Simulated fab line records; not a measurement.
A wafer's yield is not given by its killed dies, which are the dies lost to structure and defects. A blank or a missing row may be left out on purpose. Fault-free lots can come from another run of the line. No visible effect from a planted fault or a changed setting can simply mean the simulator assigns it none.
One fault seen from 2 desks ; flow nandHarc ; each desk has only its own numbers; what lay behind them comes last

== THE METROLOGY DESK ==
What the gauges read for every lot (on any tool): the sampled wafers with a number, averaged. Marked OUT: a lot whose mean sits more than 4 standard deviations from the usual mean, which makes it out of limits; the brackets give that distance.
Columns: A = overlayXNm at NHARC_P_M0_OVL_MEAS_10, usual 0.1 nm; B = overlayYNm at NHARC_P_M0_OVL_MEAS_10, usual 0.2 nm
lot;first seen here;A;B
L270;day 7 06:29;1.3;0.1
L272;day 7 21:38;-1.0;-1.0
L273;day 8 04:00;0.3;-0.6
L276;day 9 08:55;0.4;-0.5
L278;day 10 00:57;-1.1;0.9
L284;day 12 20:17;1.6;-0.2
L286;day 13 12:09;0.1;-0.5
L287;day 14 09:28;-0.2;-1.2
L288;day 14 15:59;-0.7;0.7
L289;day 14 16:17;0.6;0.5
L290;day 15 06:13;1.2;0.1
L291;day 15 14:11;1.0;0.4
Result from this desk: across the 12 lots, nothing is out of limits.

== FOR THE TOOL OWNER'S DESK: rieDiel-05 ==
The tool's own readings at NHARC_P_M0_ETCH_34 (etches the open film in N2/H2, target depth 40 nm, overetch 12 nm, time 43.94 s): means of the sampled wafers that have a number, for each lot that ran on this tool. Marked OUT: a lot whose mean sits more than 4 standard deviations from the usual mean, which makes it out of limits; the brackets give that distance.
Columns: A = drypumpMotorCurrentA at NHARC_P_M0_ETCH_34, usual 5.5 A; B = h2FlowSccm at NHARC_P_M0_ETCH_34, usual 150.0 sccm; C = oesProductAu at NHARC_P_M0_ETCH_34, usual 1.001 a.u.; D = rfVppV at NHARC_P_M0_ETCH_34, usual 430.4 V; E = runLengthS at NHARC_P_M0_ETCH_34, usual 65.1 s; F = showerheadPlenumPTorr at NHARC_P_M0_ETCH_34, usual 2.04 Torr; G = throttleValvePct at NHARC_P_M0_ETCH_34, usual 14.171 %
lot;first seen here;A;B;C;D;E;F;G
L270;day 7 06:41;5.4;150.3;0.990;431.1;65.2;2.07;14.170
L272;day 7 21:49;5.4;149.9;0.997;430.4;64.9;2.01;14.171
L273;day 8 04:11;5.1;149.8;1.007;429.2;64.9;1.99;14.167
L276;day 9 09:06;5.4;150.3;1.007;429.5;62.0 (-10) OUT;2.01;14.169
L284;day 12 20:29;5.3;149.8;0.997;431.0;65.0;2.05;14.177
L286;day 13 12:20;5.1;149.7;1.003;431.3;64.8;2.04;14.166
L288;day 14 16:10;5.4;149.5;1.005;431.5;65.0;2.06;14.162
L289;day 14 16:29;5.6;149.6;1.004;431.1;64.9;2.07;14.180
L291;day 15 14:22;5.4;150.2;1.004;431.0;65.0;2.06;14.169
This desk's finding: out of limits on L276; first on L276, day 9 09:06 (runLengthS at NHARC_P_M0_ETCH_34). L270, L272, L273, L284, L286, L288, L289, L291 stayed within limits.

== BROUGHT TOGETHER ==
The tool owner's desk could have raised an alarm at day 9 09:06, on L276.
Nothing out of limits was seen by the metrology desk.
The metrology desk has L276 on record, within its limits.
Of the lots named, all ran NHARC_P_M0_ETCH_34 on rieDiel-05.

== WHAT THE SIMULATOR PUT IN ==
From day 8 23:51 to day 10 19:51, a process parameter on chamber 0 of rieDiel-05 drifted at NHARC_P_M0_ETCH_34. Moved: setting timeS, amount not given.
Struck lots among those shown: L276.
Delay in hours, fault start to first out-of-limits reading, by desk: the tool owner's desk at 9.
